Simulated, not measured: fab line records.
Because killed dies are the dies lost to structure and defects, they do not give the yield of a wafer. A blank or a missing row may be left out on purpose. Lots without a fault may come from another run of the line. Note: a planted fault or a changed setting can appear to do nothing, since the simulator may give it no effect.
Problem report in the 8D (eight disciplines) form, filled by code | flow n5 finfet | the parts of the form that need people (team, actions taken, sign-off) are left out

== 1. WHAT WENT WRONG ==
A mean of 44.2 nm is read at N5_STI_FIN_REVEAL_FIN_H_MEAS_10 for trench depth nm, taken on 1 wafer of 1 lot, against 52.3 nm (standard deviation 0.88) on wafers free of any fault. Measured from the usual mean, that is -9.2 standard deviations.
Earliest sighting: wafer L561.5 on ocd-01 at day 6 03:35. The record has a number at this step for 27 wafers belonging to 9 lots. Rule for "out", or "out of limits": more than 4 standard deviations from the usual mean. All remaining wafers that have a number are taken as sound.

== 2. WHAT IT IS, AND WHAT IT ISN'T ==
question                    | is               | is not
which readings at this step | trench depth nm  | -
which lots                  | L561             | L547, L551, L558, L564, L566, L568, L569, L570
which wafers of those lots  | L561.5           | L561.2, L561.3
read on which gauges        | ocd-01           | ocd-02
when                        | from day 6 03:35 | up to then (11 sound wafers); but 15 sound wafers of L564, L566, L568, L569, L570 came after

== 3. WHAT RULES OUT EACH SUSPECT ==
Counting: any tool at a process step up to the reading remains a suspect provided it ran every lot that is out. Sound lots after the first of them don't rule it out here, since some wafers of a struck lot are sound.
- the gauge at N5_STI_FIN_REVEAL_FIN_H_MEAS_10 has been ruled out. All the wafers that are out were read on ocd-01, but those of them that N5_BEOL_M4_RC_MEAS_101 has rows for are out there too, on other tools.
- ald sin-02 at N5_STI_FIN_REVEAL_ALD_14 (deposits Si3N4, target thk 3 nm): kept. It processed L561, the lot that is out, at day 5 17:32, and its most recent sound lot before then was L547 at day 2 04:20.
- rie diel-01 at N5_STI_FIN_REVEAL_ETCHBACK_08 (etches SiO2 in C4F6/O2, target depth 30.5 nm, time 10.167 s): kept. It processed L561, the lot that is out, at day 5 23:54, and its most recent sound lot before then was L551 at day 3 10:53.
- In rie diel-01 at N5_STI_FIN_REVEAL_ETCHBACK_08, the wafers that are out were processed in chamber 2 and their sound lot-mates in chambers 1, 3.
Remaining after the count are ald sin-02 at N5_STI_FIN_REVEAL_ALD_14 and rie diel-01 at N5_STI_FIN_REVEAL_ETCHBACK_08.

== 4. THE CAUSE (what the simulator had put in) ==
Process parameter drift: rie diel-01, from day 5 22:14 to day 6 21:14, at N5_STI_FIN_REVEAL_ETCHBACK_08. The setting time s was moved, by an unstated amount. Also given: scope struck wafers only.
2 suspects survive the count, and this tool is in that group.

== 5. SEQUENCE OF EFFECTS, ordered by route ==
Each row: a reading whose mean over the struck wafers that have a number lies more than 3 standard deviations from the usual. Only readings for which the record gives a usual standard deviation are gone through. hours: the time from each lot's start at the first step in this table that gives one to its start at this step, as a median over the lots. sigmas: the change in usual standard deviations.
hours | step                            | reading            | usual        | on struck wafers | change | sigmas
0     | N5_STI_FIN_REVEAL_FIN_H_MEAS_10 | trench depth nm    | 52.3 nm      | 44.2             | -8.1   | -9.2
132   | N5_BEOL_M4_RC_MEAS_101          | DIBL_N             | 35.4 mV/V    | 87.4             | +52.0  | +25
132   | N5_BEOL_M4_RC_MEAS_101          | DIBL_P             | 34.8 mV/V    | 47.3             | +12.5  | +4.8
132   | N5_BEOL_M4_RC_MEAS_101          | IOFF_N             | 0.15 nA/um   | 10.93            | +10.78 | +99 or more
132   | N5_BEOL_M4_RC_MEAS_101          | IOFF_N_85C         | 3.0 nA/um    | 107.4            | +104.4 | +99 or more
132   | N5_BEOL_M4_RC_MEAS_101          | IOFF_N_LIN         | 0.070 nA/um  | 0.230            | +0.160 | +11
132   | N5_BEOL_M4_RC_MEAS_101          | IOFF_P             | 0.19 nA/um   | 1.47             | +1.28  | +35
132   | N5_BEOL_M4_RC_MEAS_101          | IOFF_P_85C         | 3.3 nA/um    | 18.6             | +15.3  | +28
132   | N5_BEOL_M4_RC_MEAS_101          | IOFF_P_LIN         | 0.093 nA/um  | 0.151            | +0.058 | +4.1
132   | N5_BEOL_M4_RC_MEAS_101          | ION_N              | 677 uA/um    | 597              | -80    | -5.0
132   | N5_BEOL_M4_RC_MEAS_101          | ION_P              | 462 uA/um    | 408              | -54    | -5.8
132   | N5_BEOL_M4_RC_MEAS_101          | REXT_N             | 75.4 ohm.um  | 81.5             | +6.1   | +3.8
132   | N5_BEOL_M4_RC_MEAS_101          | REXT_P             | 102.4 ohm.um | 112.5            | +10.1  | +3.7
132   | N5_BEOL_M4_RC_MEAS_101          | SS_N               | 71.4 mV/dec  | 136.4            | +65.0  | +87
132   | N5_BEOL_M4_RC_MEAS_101          | SS_P               | 72.9 mV/dec  | 89.9             | +17.0  | +22
244   | N5_PASSIVATION_PROBE_49         | sort_bin_4_leakage | 0.00 %       | 86.61            | +86.61 | +99 or more
244   | N5_PASSIVATION_PROBE_49         | sort n pass        | 1068         | 0                | -1068  | -51
244   | N5_PASSIVATION_PROBE_49         | sort yield pct     | 90.5 %       | 0.0              | -90.5  | -50
Process steps it contains:
- N5_PASSIVATION_PROBE_49

== 6. HOW IT WOULD HAVE BEEN CAUGHT EARLIER ==
The first out-of-limits reading at a measuring or inspecting step in this record came at day 6 03:35, 5 hours after the fault's start at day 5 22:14.
An alarm limit of 4 standard deviations would not have fired on the tool readings at N5_STI_FIN_REVEAL_ETCHBACK_08 for which the record gives a usual standard deviation, since none of them was out on any struck wafer.
Each of the lots that are out, 1 in all, had begun N5_STI_FIN_REVEAL_ETCHBACK_08 on rie diel-01 no later than day 6 03:35. Had the tool been put on hold then, not one of them would have been saved.
